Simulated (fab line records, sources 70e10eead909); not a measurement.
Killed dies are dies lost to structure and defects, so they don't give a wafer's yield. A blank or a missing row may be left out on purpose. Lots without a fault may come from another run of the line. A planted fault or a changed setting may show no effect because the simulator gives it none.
fab line records | flow nand_harc
record lots=12 wafers=36 last_day=33
route steps=1302 shown A_CHANNEL_HOLE_D2@593 A_CHANNEL_FILL_D2@625
lots that met no fault: from a run of the same line without faults
start_h: hours from the record's first day to the start of the lot's first wafer shown | wait_h: hours since the lot's step before | " the same as in the row above | L1.1+2: a row that stands for several wafers | - no value, or no start given | * or withheld: withheld | < > ~ a bound
route shown NAME@n: a module of which the file shows steps, and the number in the route of the first | usual: mean/standard deviation of fault-free wafers | same: alike in all rows | chamber/n: place in a boat | sites: the reading at each site | _std_site: their standard deviation | _edge_site: outer sites' mean less inner sites' | radius_mm: how far each site lies from the wafer's centre | mask NAME#n: copy n | behind: the tool/chamber that last shaped the wafer | hold: why the lot was held/for how many hours/how that ended | device: the transistor (n, p or np) that didn't switch | end of line: the same wafers' tests at the end of the route | a step without rows: its recipe alone | killed: dies lost to structure and defects at the first sort, not the wafer's yield | map: a wafer's dies, x killed, . not, _ none there
set.NAME: the setting as run; set.NAME@STEP: as run at that earlier step | model.NAME: the simulator's own value behind a step, which no gauge read
steps of the route over a sample of lots; a table a step, a row a wafer
services: from which hour (start_h, from the record's first day; less than 0 if before it) a tool's chamber was out of use, for how many hours, and why
## steps
# step NHARC_A_CHANNEL_HOLE_D2_ETCH_21
# recipe bias_v=3000 source_w=withheld pressure_mtorr=20 time_s=514.3 ar_flow_sccm=375 c4f8_flow_sccm=89.3 o2_flow_sccm=35.7 temp_c=-20 target_depth_a=16000 chemistry=C4F8/O2/Ar
# usual drypump_motor_current_A=5.84/0.2 showerhead_plenum_p_Torr=3.57/0.16 temp_c=-20.00/0.1 throttle_valve_pct=32.155/0.0077
# columns lot.wafer tool chamber start_h wait_h drypump_motor_current_A rf_hours_counter_h showerhead_plenum_p_Torr temp_c throttle_valve_pct
L679.2 har_etch-01 1 305.09 0.3 5.64 160 3.56 -19.81 32.156
L679.6 " 0 " " 6.07 - 3.49 -19.99 32.145
L679.5 " 1 " " 5.65 - 3.56 -19.93 32.161
L680.2 har_etch-01 1 318.67 0.3 5.62 167 3.56 -19.86 32.166
L680.1 " 0 " " 6.03 167 3.49 -20.00 32.160
L680.5 " 1 " " 5.62 - 3.56 -19.90 32.155
L682.4 har_etch-01 1 342.30 0.3 5.61 - 3.55 -20.08 32.151
L682.6 " 0 " " 6.02 - 3.48 -20.00 32.174
L682.5 " 1 " " 5.62 - 3.55 -20.04 32.143
L684.2 har_etch-01 1 350.72 0.3 5.64 187 3.55 -20.02 32.171
L684.3 " 1 " " 5.63 - 3.55 -20.15 32.149
L684.6 " 1 " " 5.64 - 3.55 -19.82 32.153
L686.1 har_etch-01 1 370.11 0.3 5.63 199 3.54 -20.09 32.158
L686.3 " 0 " " 6.04 - 3.47 -19.83 32.153
L686.5 " 0 " " 6.04 - 3.47 -19.82 32.151
L693.2 har_etch-01 0 431.37 0.3 6.06 245 3.44 -20.17 32.152
L693.3 " 1 " " 5.64 - 3.52 -19.96 32.155
L693.6 " 0 " " 6.07 - 3.44 -20.13 32.153
L695.3 har_etch-01 1 453.68 0.3 5.64 - 3.51 -19.97 32.140
L695.4 " 0 " " 6.05 - 3.44 -19.97 32.156
L695.5 " 0 " " 6.05 - 3.44 -19.92 32.156
L696.2 har_etch-02 0 464.18 0.3 5.72 46 3.91 -19.95 32.139
L696.5 " 1 " " 5.98 - 3.89 -19.95 32.147
L696.6 " 0 " " 5.68 - 3.91 -20.16 32.144
L698.1 har_etch-01 0 492.73 0.3 6.06 275 3.43 -19.87 32.152
L698.6 " 1 " " 5.63 - 3.50 -20.10 32.152
L698.5 " 0 " " 6.07 - 3.43 -19.95 32.156
L699.2 har_etch-01 1 501.72 0.3 5.65 279 3.50 -19.94 32.178
L699.3 " 0 " " 6.07 - 3.43 -20.09 32.150
L699.5 " 0 " " 6.04 - 3.43 -19.96 32.170
L700.4 har_etch-02 0 504.11 0.3 5.70 - 3.90 -19.95 32.155
L700.3 " 1 " " 5.99 - 3.88 -20.07 32.148
L700.5 " 0 " " 5.71 - 3.90 -20.04 32.155
L701.1 har_etch-01 0 510.97 0.3 6.05 287 3.42 -20.07 32.156
L701.3 " 0 " " 6.05 - 3.42 -20.20 32.157
L701.5 " 1 " " 5.63 - 3.49 -20.06 32.147
# step NHARC_A_CHANNEL_HOLE_D2_ETCH_22
# recipe bias_v=3000 source_w=withheld pressure_mtorr=20 time_s=666.7 ar_flow_sccm=375 c4f8_flow_sccm=89.3 o2_flow_sccm=35.7 temp_c=-20 target_depth_a=16000 chemistry=C4F8/O2/Ar
# usual drypump_motor_current_A=5.85/0.2 showerhead_plenum_p_Torr=3.57/0.16 temp_c=-19.98/0.11 throttle_valve_pct=32.155/0.009
# columns lot.wafer tool chamber start_h wait_h drypump_motor_current_A rf_hours_counter_h showerhead_plenum_p_Torr temp_c throttle_valve_pct
L679.2 har_etch-01 1 305.56 0.4 5.63 160 3.56 -19.77 32.161
L679.6 " 0 " " 6.04 - 3.49 -20.03 32.124
L679.5 " 1 " " 5.64 - 3.56 -19.93 32.128
L680.2 har_etch-01 1 319.11 0.4 5.64 168 3.56 -19.84 32.155
L680.1 " 0 " " 6.07 168 3.48 -20.06 32.138
L680.5 " 1 " " 5.65 - 3.56 -20.04 32.158
L682.4 har_etch-01 1 342.81 0.4 5.64 - 3.55 -20.09 32.132
L682.6 " 0 " " 6.09 - 3.48 -19.88 32.149
L682.5 " 1 " " 5.64 - 3.55 -19.98 32.158
L684.2 har_etch-01 1 351.19 0.4 5.64 187 3.55 -20.04 32.155
L684.3 " 1 " " 5.64 - 3.55 -19.96 32.148
L684.6 " 1 " " 5.62 - 3.55 -19.95 32.150
L686.1 har_etch-01 1 370.55 0.4 5.63 199 3.54 -20.12 32.156
L686.3 " 0 " " 6.06 - 3.47 -20.20 32.161
L686.5 " 0 " " 6.06 - 3.47 -20.14 32.149
L693.2 har_etch-01 0 431.82 0.4 6.05 245 3.44 -20.16 32.156
L693.3 " 1 " " 5.64 - 3.52 -19.83 32.155
L693.6 " 0 " " 6.03 - 3.44 -20.04 32.169
L695.3 har_etch-01 1 454.16 0.4 5.65 - 3.51 -20.01 32.161
L695.4 " 0 " " 6.04 - 3.44 -20.08 32.147
L695.5 " 0 " " 6.04 - 3.44 -20.17 32.154
L696.2 har_etch-02 0 464.64 0.4 5.69 46 3.91 -19.90 32.162
L696.5 " 1 " " 5.99 - 3.89 -20.02 32.149
L696.6 " 0 " " 5.69 - 3.91 -19.73 32.155
L698.1 har_etch-01 0 493.19 0.4 6.06 276 3.43 -19.98 32.148
L698.6 " 1 " " 5.66 - 3.50 -19.99 32.157
L698.5 " 0 " " 6.06 - 3.43 -20.03 32.170
L699.2 har_etch-01 1 502.18 0.4 5.64 280 3.50 -20.08 32.154
L699.3 " 0 " " 6.05 - 3.43 -20.10 32.157
L699.5 " 0 " " 6.04 - 3.43 -20.15 32.165
L700.4 har_etch-02 0 504.60 0.4 5.68 - 3.90 -19.77 32.163
L700.3 " 1 " " 5.97 - 3.88 -19.95 32.161
L700.5 " 0 " " 5.69 - 3.90 -19.93 32.154
L701.1 har_etch-01 0 511.40 0.4 6.07 287 3.42 -20.02 32.159
L701.3 " 0 " " 6.06 - 3.42 -20.08 32.161
L701.5 " 1 " " 5.62 - 3.49 -19.82 32.160
# step NHARC_A_CHANNEL_FILL_D2_ANNEAL_22
# recipe temp_c=620 time_s=7200
# usual spike_tc_bottom_C=640.9/2.5 spike_tc_centre_C=620.7/1.3 spike_tc_lower_C=620.2/1.1 spike_tc_top_C=634.1/2 spike_tc_upper_C=619.7/1.4 tube_center_temp_C=620/0.062 tube_center_temp_C_max=621.55/0.23
# columns lot.wafer tool chamber start_h wait_h spike_tc_bottom_C spike_tc_centre_C spike_tc_lower_C spike_tc_top_C spike_tc_upper_C tube_center_temp_C tube_center_temp_C_max
L679.2 furnace-01 0 342.07 3.4 645.0 619.3 619.3 632.3 619.2 620.01 621.78
L679.5 " 0 " " 644.1 620.4 620.7 633.7 618.8 620.1 621.61
L679.6 " 0 " " 644.0 619.2 619.4 634.0 619.8 620.05 621.14
L680.1 furnace-06 0 355.23 2.9 638.1 622.8 617.5 637.7 621.0 619.99 621.53
L680.2 " 0 " " 635.7 619.0 620.1 638.2 619.2 620.11 621.84
L680.5 " 0 " " 638.1 618.4 621.8 636.4 618.1 620.06 621.53
L682.4 furnace-03 0 380.16 3.5 643.1 620.8 620.8 631.6 623.1 620.03 621.49
L682.5 " 0 " " 641.4 622.5 620.4 632.4 621.4 620.06 621.65
L682.6 " 0 " " 640.9 620.0 621.0 634.2 620.6 620.03 621.44
L684.2 furnace-03 0 389.81 3.5 641.6 620.1 620.1 632.9 621.2 620.09 621.92
L684.3 " 0 " " 641.8 620.8 621.6 633.0 620.0 620.06 621.53
L684.6 " 0 " " 642.6 621.5 620.3 633.1 620.0 620.12 621.62
L686.1 furnace-01 0 407.85 3.4 643.9 618.3 619.7 633.2 618.1 619.91 621.54
L686.3 " 0 " " 645.6 618.8 621.0 630.2 617.7 619.99 621.76
L686.5 " 0 " " 642.2 620.8 618.5 633.1 619.0 620.03 621.42
L693.2 furnace-03 0 470.93 4.3 642.6 620.0 620.7 632.6 618.5 620 621.86
L693.3 " 0 " " 642.6 618.9 622.4 634.0 620.0 619.92 621.65
L693.6 " 0 " " 641.4 621.1 621.7 632.6 619.2 619.91 621.53
L695.3 furnace-06 0 490.46 3.4 637.5 620.5 619.4 637.7 619.4 620.04 621.75
L695.4 " 0 " " 635.6 621.1 619.0 634.5 619.8 619.95 621.51
L695.5 " 0 " " 635.5 620.1 618.0 635.4 620.5 620.02 622.17
L696.2 furnace-03 0 500.74 3.5 641.2 622.0 621.7 632.7 619.3 619.99 621.60
L696.5 " 0 " " 641.9 622.4 619.5 633.2 619.9 619.99 621.34
L696.6 " 0 " " 640.3 620.5 622.0 631.8 620.9 620.05 621.46
L698.1 furnace-03 0 530.00 3.5 672.1 647.9 649.5 662.7 647.6 648.64 650.69
L698.5 " 0 " " 670.7 651.7 651.3 659.8 649.2 648.59 650.00
L698.6 " 0 " " 668.1 649.1 649.6 661.4 649.5 648.56 649.95
L699.2 furnace-03 0 541.20 4.5 671.5 649.5 649.5 661.7 649.7 648.61 650.00
L699.3 " 0 " " 668.5 650.6 650.1 660.3 648.5 648.74 649.97
L699.5 " 0 " " 669.9 649.6 649.4 658.9 647.8 648.57 649.89
L700.3 furnace-03 0 541.20 4.5 669.7 650.2 649.6 661.5 650.4 648.63 650.06
L700.4 " 0 " " 668.9 651.3 648.1 659.9 649.7 648.52 650.51
L700.5 " 0 " " 670.1 651.6 649.0 662.4 649.8 648.64 649.81
L701.1 furnace-03 0 549.42 3.5 669.0 651.1 647.9 660.8 648.9 648.6 650.14
L701.3 " 0 " " 670.4 648.0 648.1 660.9 649.7 648.55 650.36
L701.5 " 0 " " 669.8 650.3 649.6 660.7 648.4 648.65 650.27
# step NHARC_A_CHANNEL_FILL_D2_STRIP_29
# recipe time_s=20 o2_flow_sccm=500 ar_flow_sccm=0 bias_w=0 chemistry=O2
# usual drypump_motor_current_A=5.8/0.43 oes_product_au=0.997/0.0084 rf_vpp_V=57.5/0.88 showerhead_plenum_p_Torr=3.43/0.086 throttle_valve_pct=17.037/0.0096
# columns lot.wafer tool chamber start_h wait_h drypump_motor_current_A oes_product_au rf_hours_counter_h rf_vpp_V showerhead_plenum_p_Torr throttle_valve_pct
L679.2 rie_diel-12 0 351.95 0.2 5.5 0.988 3 58.4 3.55 17.029
L679.6 " 0 " " 5.5 0.985 - 57.8 3.55 17.027
L679.5 " 1 " " 5.0 1.008 - 57.4 3.31 17.031
L680.1 rie_diel-11 2 - - 6.0 0.990 2 57.0 3.46 17.036
L680.2 " 3 " " 6.3 1.009 3 58.6 3.50 17.038
L680.5 " 0 " " 6.2 0.988 - 57.7 3.43 17.030
L682.4 rie_diel-11 1 - - 5.9 0.991 3 56.8 3.46 17.047
L682.6 " 1 " " 5.9 0.985 - 58.4 3.46 17.040
L682.5 " 2 " " 6.0 0.991 - 57.7 3.46 17.041
L684.2 rie_diel-11 3 - - 6.3 1.001 3 57.5 3.50 17.044
L684.3 " 1 " " 5.9 0.990 3 57.4 3.46 17.041
L684.6 " 2 " " 6.0 0.988 - 57.2 3.46 17.048
L686.1 rie_diel-11 1 - - 5.9 0.989 4 58.3 3.46 17.042
L686.3 " 2 " " 6.1 0.990 4 57.1 3.45 17.023
L686.5 " 1 " " 5.9 0.982 - 58.4 3.46 17.038
L693.3 rie_diel-11 3 - - 6.3 0.992 2 56.8 3.50 17.031
L693.2 " 2 " " 6.1 1.007 2 57.5 3.45 17.043
L693.6 " 0 " " 6.3 0.995 - 57.9 3.43 17.051
L695.3 rie_diel-12 1 - - 5.0 1.000 1 57.5 3.31 17.032
L695.4 " 3 " " 5.9 0.998 1 56.9 3.32 17.018
L695.5 " 2 " " 5.7 0.992 - 55.9 3.32 17.036
L696.2 rie_diel-11 3 - - 6.3 1.003 2 56.9 3.50 17.037
L696.5 " 1 " " 5.9 1.000 - 58.0 3.46 17.035
L696.6 " 2 " " 6.1 1.008 - 56.8 3.45 17.045
L698.1 rie_diel-05 3 - - 4.9 1.011 15 58.7 3.41 17.029
L698.6 " 3 " " 4.9 1.009 - 56.7 3.41 17.022
L698.5 " 0 " " 5.5 1.016 - 57.2 3.45 17.027
L699.3 rie_diel-11 2 - - 6.1 0.994 4 57.3 3.45 17.033
L699.2 " 0 " " 6.3 1.003 4 58.5 3.42 17.043
L699.5 " 3 " " 6.3 1.007 - 57.1 3.49 17.029
L700.3 rie_diel-11 0 - - 6.2 1.004 4 57.2 3.42 17.024
L700.4 " 3 " " 6.3 0.995 4 58.7 3.49 17.033
L700.5 " 1 " " 5.9 0.996 - 57.5 3.46 17.046
L701.1 rie_diel-12 2 - - 5.7 0.994 2 56.9 3.32 17.022
L701.3 " 0 " " 5.5 0.992 2 57.1 3.55 17.030
L701.5 " 2 " " 5.7 1.006 - 55.9 3.32 17.041
## services
# columns tool chamber start_h hours kind
rie_diel-11 0 289.00 - clean
rie_diel-11 1 289.00 - clean
rie_diel-11 2 289.00 - clean
rie_diel-11 3 289.00 - clean
furnace-03 - 297.47 26.0 pm
rie_diel-11 0 313.50 - clean
rie_diel-11 1 313.50 - clean
rie_diel-11 2 313.50 - clean
rie_diel-11 3 313.50 - clean
rie_diel-05 2 320.37 6.9 repair
rie_diel-12 2 325.90 35.5 repair
rie_diel-11 0 326.31 7.6 repair
rie_diel-12 3 344.48 10.1 repair
rie_diel-12 0 363.21 4.3 repair
rie_diel-05 2 365.53 8.4 repair
har_etch-02 - 377.00 17.0 pm
rie_diel-11 2 391.65 5.0 repair
rie_diel-11 1 409.65 6.9 repair
rie_diel-05 - 429.25 9.0 pm
rie_diel-11 - 432.50 9.0 pm
rie_diel-12 - 445.40 9.0 pm
rie_diel-12 3 456.56 6.1 repair
rie_diel-05 3 465.92 15.2 repair
har_etch-02 - 508.11 13.0 repair
## key
first_sign step=NHARC_A_CHANNEL_FILL_D2_ANNEAL_22 reading=tube_center_temp_C direction=up sigmas=99+ usual=* struck=*
effect step=NHARC_A_CHANNEL_FILL_D2_ANNEAL_22 reading=tube_center_temp_C_max direction=up sigmas=99+ usual=* struck=*
met_at NHARC_A_CHANNEL_FILL_D2_ANNEAL_22
struck_lots L698,L699,L700,L701
rows_end L698.1,L698.5,L698.6,L701.1,L701.3,L701.5
tester_left_out L699,L700
not_acting_at NHARC_A_CHANNEL_HOLE_D2_ETCH_21,NHARC_A_CHANNEL_HOLE_D2_ETCH_22,NHARC_A_CHANNEL_FILL_D2_STRIP_29
onset_between 500.74 530.00
fault kind=process_parameter_drift tool=furnace-03 chamber=- onset_h=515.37 steps=NHARC_A_CHANNEL_FILL_D2_ANNEAL_22 channel=temp_c offset=* shape=step acts_in=* stated=*
# tester_left_out: of these lots the tester's yield and bins aren't shown, on N5 and GAA mostly nor the transistor test; their killed dies are dies lost to structure and defects alone, not to doping, threshold or leakage, so they don't give the yield
# rows_end: these wafers met a further fault down the route, and their rows from its step on are left out
